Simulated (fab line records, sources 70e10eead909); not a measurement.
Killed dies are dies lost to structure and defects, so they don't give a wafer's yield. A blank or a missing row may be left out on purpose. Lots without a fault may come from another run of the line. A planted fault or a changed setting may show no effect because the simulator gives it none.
A struck lot beside a sound one | flow nand_harc | 15 steps out of a route of 1302
Sound: wafers L747.4, L747.5, L747.6. Struck: wafers L758.1, L758.5, L758.6. The cause comes at the end.
At each step with rows: each side's tool, then ch and its chambers, then its first start. Under that, the readings that differ: sound wafers | struck wafers | difference of the means | sigmas: that difference in standard deviations of wafers without a fault.
alike: readings whose means differ by less than 2 such deviations, and words and numbers that are the same on both sides. not compared: withheld readings, readings that some wafer has no value for, bounds like >300 that may hide the same value, and numbers for which the record gives no deviation and whose values overlap.
The two part at a step that has a row with sigmas, a row that says differs or no value, or rows on one side only. Numbers that don't overlap but have no deviation are shown without sigmas and don't part them. A reading that every wafer of one side lacks parts them only if that side has two wafers or more.

NHARC_A_ZERO_WELL_DESCUM_12: chemistry O2, time 3 s.
  sound on rie_diel-11 ch 0,1,2, day 6 23:17; struck on rie_diel-11 ch 0,1,3, day 11 08:58
  alike: drypump_motor_current_A, oes_product_au, rf_vpp_V, showerhead_plenum_p_Torr, throttle_valve_pct
  not compared: rf_hours_counter_h
NHARC_A_ZERO_WELL_ETCH_19: etches the open film in N2/H2, target depth 80 nm, overetch 24 nm, time 87.88 s.
  sound on rie_diel-11 ch 1,2,3, day 6 23:22; struck on rie_diel-11 ch 0,1,3, day 11 09:04
  alike: drypump_motor_current_A, oes_product_au, rf_vpp_V, showerhead_plenum_p_Torr, throttle_valve_pct
  not compared: rf_hours_counter_h
NHARC_A_ZERO_WELL_ETCH_13: etches the open film in HBr/Cl2, target depth 120 nm, time 40.1 s.
  sound on rie_si-05 ch 1,2,3, day 6 23:31; struck on rie_si-05 ch 0,1,2, day 11 09:11
  alike: drypump_motor_current_A, hbr_flow_sccm, oes_product_au, throttle_valve_pct
  not compared: rf_hours_counter_h
then, 4 steps without rows for these wafers: NHARC_A_ZERO_WELL_STRIP_14 (strips in SPM, time 900 s); NHARC_A_ZERO_WELL_IMPLANT_15; NHARC_A_ZERO_WELL_PRECLEAN_22 (cleans in SC1, time 60 s); NHARC_A_ZERO_WELL_SRD_23.
NHARC_A_ZERO_WELL_RTA_16: time 10 s.
  sound on rtp_anneal-01 ch 0, day 7 00:29; struck on rtp_anneal-02 ch 0, day 11 10:05
  reading            | sound          | struck         | difference | sigmas
  lamp_power_pct (%) | 31.9 32.0 31.9 | 29.0 29.0 29.0 | -2.9       | -2
  alike: wafer_temp_C_max
NHARC_A_ZERO_WELL_INSPECT_17:
  sound on defect_inspect-02, day 7 00:36; struck on defect_inspect-02, day 11 10:17
  alike: raw_defect_count
then, 2 steps without rows for these wafers: NHARC_A_SOURCE_PLATE_PRECLEAN_00 (cleans in HF-LAST, time 60 s); NHARC_A_SOURCE_PLATE_SRD_01.
NHARC_A_SOURCE_PLATE_OXIDE_02: material SiO2, target thk 10 nm, ox time 1362 s.
  sound on furnace-05 ch 0, day 7 03:51; struck on furnace-01 ch 0, day 11 16:58
  alike: ox_time_s, zone_power_bottom_pct, zone_power_top_pct
NHARC_A_SOURCE_PLATE_THK_MEAS_09: measures by ellipsometry.
  sound on film_metro-02, day 7 07:53; struck on film_metro-02, day 11 21:19
  reading     | sound       | struck         | difference | sigmas
  thk_nm (nm) | 9.4 9.1 8.3 | 15.8 15.6 15.3 | +6.6       | +7
then, 1 step without rows for these wafers: NHARC_A_SOURCE_PLATE_PVD_04 (deposits WSi2, target thk 50 nm).
-- the record jumps here: 17 days lie between the struck wafers' starts before and after (it left off in module A_SOURCE_PLATE and takes up again in module END, whose first step shown is number 1302 of the route) --
NHARC_END_SORT_01:
  the record has rows for the struck wafers here (prober-02 ch 0, day 28 17:07) and none for the sound ones

WHERE THEY PART
First at NHARC_A_ZERO_WELL_RTA_16; last, within this record, at NHARC_END_SORT_01.

WHY: what the simulator had put in
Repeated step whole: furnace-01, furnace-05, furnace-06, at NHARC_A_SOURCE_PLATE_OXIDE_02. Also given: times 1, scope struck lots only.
